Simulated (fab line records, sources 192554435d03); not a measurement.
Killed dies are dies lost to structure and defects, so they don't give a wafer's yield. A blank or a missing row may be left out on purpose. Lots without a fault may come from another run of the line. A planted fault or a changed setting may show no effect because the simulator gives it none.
Chamber matching | flow n5_finfet | N5_BEOL_M2_CO_CAP_55 on cvd_co-02: 3 sister chambers
The step material Co, precursor CCTBA/H2, target thk 2 nm, time 102.1 s. 6 wafers are shown with their chamber, then 7 later ones without.

WAFERS WITH THEIR CHAMBER
wafer  | chamber | heater_power_w (W)
L193.6 | 0       | 221
L207.4 | 2       | 230
L210.2 | 2       | 233
L210.4 | 1       | 222
L215.3 | 0       | 226
L215.5 | 1       | 223

WAFERS WITHOUT THEIR CHAMBER
wafer  | heater_power_w (W)
L215.6 | 218
L213.3 | 223
L213.4 | 220
L213.6 | 232
L214.2 | 223
L214.5 | 224
L214.6 | 222

WHICH CHAMBER EACH WENT THROUGH
wafer  | from the rows above     | in truth
L215.6 | can't be placed: 1 or 0 | 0
L213.3 | can't be placed: 0 or 1 | 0
L213.4 | can't be placed: 1 or 0 | 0
L213.6 | 2                       | 2
L214.2 | can't be placed: 0 or 1 | 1
L214.5 | can't be placed: 0 or 1 | 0
L214.6 | can't be placed: 1 or 0 | 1
Placed correctly: 1 of 7. Can't be placed from these rows: 6 (the true chamber is among the candidates in 6). Placed wrongly: 0.
How it was worked out, from the rows above alone: a wafer's distance from a chamber is the root of the sum, over the readings, of the square of ((its reading less the chamber's mean) divided by the reading's scatter). The wafer belongs to the nearest chamber; if the next one is less than 2 further off, it can't be placed. A chamber's mean is the mean of its shown wafers. The scatter: the root of (the sum of the squares of (reading less its chamber's mean) over the shown wafers, divided by (wafers less chambers)).
